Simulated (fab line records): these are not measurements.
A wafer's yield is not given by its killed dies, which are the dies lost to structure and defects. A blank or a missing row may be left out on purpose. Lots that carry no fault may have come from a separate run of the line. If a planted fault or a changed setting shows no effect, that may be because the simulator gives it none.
Which tool is to blame? || flow nandHarc || 39 wafers from 13 lots sampled at 5 of the route's 1159 steps

== WHAT THE GAUGES SHOWED, per wafer ==
NHARC_A_M1_INSPECT_27.
{"lot": "L840", "measured": "day 18 05:32", "on": "defectInspect-02", "rawDefectCount": "456 773 438"}
{"lot": "L844", "measured": "day 18 07:20", "on": "defectInspect-01", "rawDefectCount": "417 357 345"}
{"lot": "L841", "measured": "day 18 07:51", "on": "defectInspect-02", "rawDefectCount": "296 344 481"}
{"lot": "L842", "measured": "day 18 10:54", "on": "defectInspect-01", "rawDefectCount": "356 380 477"}
{"lot": "L843", "measured": "day 19 02:55", "on": "defectInspect-02", "rawDefectCount": "409 319 301"}
{"lot": "L847", "measured": "day 19 08:41", "on": "defectInspect-02", "rawDefectCount": "372 369 623"}
{"lot": "L846", "measured": "day 19 16:44", "on": "defectInspect-02", "rawDefectCount": "482 639 548"}
{"lot": "L848", "measured": "day 20 11:38", "on": "defectInspect-02", "rawDefectCount": "496 507 1083"}
{"lot": "L856", "measured": "day 22 08:11", "on": "defectInspect-01", "rawDefectCount": "668 481 436"}
{"lot": "L857", "measured": "day 22 15:45", "on": "defectInspect-01", "rawDefectCount": "459 370 386"}
{"lot": "L861", "measured": "day 22 17:44", "on": "defectInspect-02", "rawDefectCount": "450 489 255"}
{"lot": "L860", "measured": "day 23 06:52", "on": "defectInspect-01", "rawDefectCount": "435 416 451"}
{"lot": "L862", "measured": "day 23 12:25", "on": "defectInspect-01", "rawDefectCount": "496 496 477"}

NHARC_END_SORT_01.
{"lot": "L846", "measured": "day 21 08:11", "on": "prober-02", "defectLimitedYield (%)": "96.6 95.9 95.4", "killedAtArray": "22 23 24", "killedAtOther": "0 2 1", "killedAtPeriphery": "1 3 6", "killedDies": "23 28 31", "killedOpen": "1 1 6", "killedShort": "2 2 2", "sort_bin_2_pct (%)": "1.2 1.5 2.2", "sort_bin_3_pct (%)": "0.44 0.44 0", "sort_bin_4_pct (%)": "1.8 2.2 2.4", "sortNPass": "654 649 646", "sortRimYieldPct (%)": "90 94 95", "sortYieldPct (%)": "96.6 95.9 95.4"}

== TOOL THAT RAN EACH LOT (tool first, then ch and the chambers of the sampled wafers, then the start) ==
{"lot": "L840", "NHARC_A_M1_DEGAS_29": "pvdSputter-02, day 18 03:41", "NHARC_A_M1_ANNEAL_31": "rtpAnneal-02 ch 0, day 18 04:50", "NHARC_THIN_TSV_ETCH_36": "rieMetal-01 ch 0,1, day 19 09:19"}
{"lot": "L844", "NHARC_A_M1_DEGAS_29": "pvdSputter-02, day 18 05:44", "NHARC_A_M1_ANNEAL_31": "rtpAnneal-01 ch 0, day 18 06:35", "NHARC_THIN_TSV_ETCH_36": "rieMetal-02 ch 0,1, day 19 08:05"}
{"lot": "L841", "NHARC_A_M1_DEGAS_29": "pvdSputter-01, day 18 05:59", "NHARC_A_M1_ANNEAL_31": "rtpAnneal-02 ch 0, day 18 07:08", "NHARC_THIN_TSV_ETCH_36": "rieMetal-01 ch 0,1, day 19 11:42"}
{"lot": "L842", "NHARC_A_M1_DEGAS_29": "pvdSputter-02, day 18 09:05", "NHARC_A_M1_ANNEAL_31": "rtpAnneal-01 ch 0, day 18 10:05", "NHARC_THIN_TSV_ETCH_36": "rieMetal-03 ch 0,1, day 19 12:55"}
{"lot": "L843", "NHARC_A_M1_DEGAS_29": "pvdSputter-03, day 19 01:22", "NHARC_A_M1_ANNEAL_31": "rtpAnneal-01 ch 0, day 19 02:06", "NHARC_THIN_TSV_ETCH_36": "rieMetal-01 ch 0, day 20 05:44"}
{"lot": "L847", "NHARC_A_M1_DEGAS_29": "pvdSputter-02, day 19 06:52", "NHARC_A_M1_ANNEAL_31": "rtpAnneal-01 ch 0, day 19 07:59", "NHARC_THIN_TSV_ETCH_36": "rieMetal-01 ch 0,1, day 20 10:42"}
{"lot": "L846", "NHARC_A_M1_DEGAS_29": "pvdSputter-02, day 19 15:11", "NHARC_A_M1_ANNEAL_31": "rtpAnneal-02 ch 0, day 19 15:56", "NHARC_THIN_TSV_ETCH_36": "rieMetal-03 ch 0,1, day 20 17:13"}
{"lot": "L848", "NHARC_A_M1_DEGAS_29": "pvdSputter-01, day 20 09:59", "NHARC_A_M1_ANNEAL_31": "rtpAnneal-01 ch 0, day 20 10:49", "NHARC_THIN_TSV_ETCH_36": "rieMetal-02 ch 0,1, day 21 11:44"}
{"lot": "L856", "NHARC_A_M1_DEGAS_29": "pvdSputter-01, day 22 06:34", "NHARC_A_M1_ANNEAL_31": "rtpAnneal-02 ch 0, day 22 07:24", "NHARC_THIN_TSV_ETCH_36": "rieMetal-03 ch 0, day 23 08:22"}
{"lot": "L857", "NHARC_A_M1_DEGAS_29": "pvdSputter-03, day 22 14:11", "NHARC_A_M1_ANNEAL_31": "rtpAnneal-02 ch 0, day 22 14:59", "NHARC_THIN_TSV_ETCH_36": "rieMetal-03 ch 0,1, day 23 19:22"}
{"lot": "L861", "NHARC_A_M1_DEGAS_29": "pvdSputter-02, day 22 16:09", "NHARC_A_M1_ANNEAL_31": "rtpAnneal-02 ch 0, day 22 16:58", "NHARC_THIN_TSV_ETCH_36": "rieMetal-01 ch 0,1, day 23 20:32"}
{"lot": "L860", "NHARC_A_M1_DEGAS_29": "pvdSputter-03, day 23 05:17", "NHARC_A_M1_ANNEAL_31": "rtpAnneal-02 ch 0, day 23 06:01", "NHARC_THIN_TSV_ETCH_36": "rieMetal-01 ch 0,1, day 24 06:23"}
{"lot": "L862", "NHARC_A_M1_DEGAS_29": "pvdSputter-03, day 23 10:48", "NHARC_A_M1_ANNEAL_31": "rtpAnneal-01 ch 0, day 23 11:38", "NHARC_THIN_TSV_ETCH_36": "rieMetal-01 ch 0, day 24 13:13"}
- NHARC_A_M1_DEGAS_29: time 60 s.
- NHARC_A_M1_ANNEAL_31: time 90 s.
- NHARC_THIN_TSV_ETCH_36: etches the open film in Cl2/BCl3, target depth 65 nm, time 18.571 s.

== AS READ BY THE TOOLS THEMSELVES (means over the sampled wafers that have a number; for cases with no such wafer, the mark the record gives instead) ==
NHARC_A_M1_DEGAS_29.
{"lot": "L840", "tool": "pvdSputter-02", "heaterPowerW (W)": 346}
{"lot": "L844", "tool": "pvdSputter-02", "heaterPowerW (W)": 347}
{"lot": "L841", "tool": "pvdSputter-01", "heaterPowerW (W)": 323}
{"lot": "L842", "tool": "pvdSputter-02", "heaterPowerW (W)": 346}
{"lot": "L843", "tool": "pvdSputter-03", "heaterPowerW (W)": 351}
{"lot": "L847", "tool": "pvdSputter-02", "heaterPowerW (W)": 315}
{"lot": "L846", "tool": "pvdSputter-02", "heaterPowerW (W)": 364}
{"lot": "L848", "tool": "pvdSputter-01", "heaterPowerW (W)": 344}
{"lot": "L856", "tool": "pvdSputter-01", "heaterPowerW (W)": 356}
{"lot": "L857", "tool": "pvdSputter-03", "heaterPowerW (W)": 326}
{"lot": "L861", "tool": "pvdSputter-02", "heaterPowerW (W)": 330}
{"lot": "L860", "tool": "pvdSputter-03", "heaterPowerW (W)": 299}
{"lot": "L862", "tool": "pvdSputter-03", "heaterPowerW (W)": 363}

NHARC_A_M1_ANNEAL_31.
{"lot": "L840", "tool": "rtpAnneal-02", "wafer_temp_C_max": 227.2}
{"lot": "L844", "tool": "rtpAnneal-01", "wafer_temp_C_max": 226.2}
{"lot": "L841", "tool": "rtpAnneal-02", "wafer_temp_C_max": 227.1}
{"lot": "L842", "tool": "rtpAnneal-01", "wafer_temp_C_max": 226.0}
{"lot": "L843", "tool": "rtpAnneal-01", "wafer_temp_C_max": 226.0}
{"lot": "L847", "tool": "rtpAnneal-01", "wafer_temp_C_max": 226.0}
{"lot": "L846", "tool": "rtpAnneal-02", "wafer_temp_C_max": 226.6}
{"lot": "L848", "tool": "rtpAnneal-01", "wafer_temp_C_max": 226.1}
{"lot": "L856", "tool": "rtpAnneal-02", "wafer_temp_C_max": 226.1}
{"lot": "L857", "tool": "rtpAnneal-02", "wafer_temp_C_max": 226.8}
{"lot": "L861", "tool": "rtpAnneal-02", "wafer_temp_C_max": 226.7}
{"lot": "L860", "tool": "rtpAnneal-02", "wafer_temp_C_max": 226.7}
{"lot": "L862", "tool": "rtpAnneal-01", "wafer_temp_C_max": 226.0}

NHARC_THIN_TSV_ETCH_36.
{"lot": "L840", "tool": "rieMetal-01", "drypumpMotorCurrentA (A)": 5.8, "oesProductAu (a.u.)": 1.012}
{"lot": "L844", "tool": "rieMetal-02", "drypumpMotorCurrentA (A)": 5.4, "oesProductAu (a.u.)": 1.001}
{"lot": "L841", "tool": "rieMetal-01", "drypumpMotorCurrentA (A)": 5.8, "oesProductAu (a.u.)": 1.004}
{"lot": "L842", "tool": "rieMetal-03", "drypumpMotorCurrentA (A)": 6.5, "oesProductAu (a.u.)": 1.003}
{"lot": "L843", "tool": "rieMetal-01", "drypumpMotorCurrentA (A)": 5.7, "oesProductAu (a.u.)": 1.006}
{"lot": "L847", "tool": "rieMetal-01", "drypumpMotorCurrentA (A)": 5.8, "oesProductAu (a.u.)": 1.009}
{"lot": "L846", "tool": "rieMetal-03", "drypumpMotorCurrentA (A)": 6.3, "oesProductAu (a.u.)": 0.998}
{"lot": "L848", "tool": "rieMetal-02", "drypumpMotorCurrentA (A)": 5.4, "oesProductAu (a.u.)": 1.007}
{"lot": "L856", "tool": "rieMetal-03", "drypumpMotorCurrentA (A)": 6.0, "oesProductAu (a.u.)": 0.833}
{"lot": "L857", "tool": "rieMetal-03", "drypumpMotorCurrentA (A)": 6.3, "oesProductAu (a.u.)": 0.892}
{"lot": "L861", "tool": "rieMetal-01", "drypumpMotorCurrentA (A)": 5.8, "oesProductAu (a.u.)": 0.992}
{"lot": "L860", "tool": "rieMetal-01", "drypumpMotorCurrentA (A)": 5.8, "oesProductAu (a.u.)": 1.001}
{"lot": "L862", "tool": "rieMetal-01", "drypumpMotorCurrentA (A)": 5.7, "oesProductAu (a.u.)": 1.001}

== THE ANSWER, worked out from the rows above alone ==
Rule: the usual values come from the lots themselves. The widest of any qualifying gaps counts: lots, ordered by their means at a reading, are off when they make up no more than a third of the lots, leave a main group of 4 or more, and stand apart from it by 3 or more times the standard deviation of that group's means. The tables above print the reading to a certain number of digits; a main group whose means all agree to those digits is not used. Also off: a lot with no number at a reading for which 4 or more lots have one. The other lots that the step has rows for count as sound. The gauges are gone through in route order, then the tools' own readings, and for those a lot's mean is taken as printed above. The first step at which some lot is off is used, and at that step the reading that is off furthest; a lot without a number counts as furthest.
Off: L856, L857 (NHARC_THIN_TSV_ETCH_36, oesProductAu). The main group: mean 1.003 a.u., standard deviation 0.0052.
A tool fits if, at that step or a process step before it, it ran every lot that is off, and no sound lot after the first of them. One candidate fits, namely rieMetal-03 at NHARC_THIN_TSV_ETCH_36. Its last sound lot is L846 (day 20 17:13), its first lot that is off L856 (day 23 08:22): a fault that began between those two fits.
On the lots that are off, the tool's own readings at NHARC_THIN_TSV_ETCH_36 differ by more than 5 times the standard deviation of the sound lots' means, which bears it out; oesProductAu reads 0.863 a.u. there versus 1.003 a.u. on the sound lots.

== WHAT THE SIMULATOR HAD PUT IN ==
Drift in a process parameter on rieMetal-03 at NHARC_THIN_TSV_ETCH_36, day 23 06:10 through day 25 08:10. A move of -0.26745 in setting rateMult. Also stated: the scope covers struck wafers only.
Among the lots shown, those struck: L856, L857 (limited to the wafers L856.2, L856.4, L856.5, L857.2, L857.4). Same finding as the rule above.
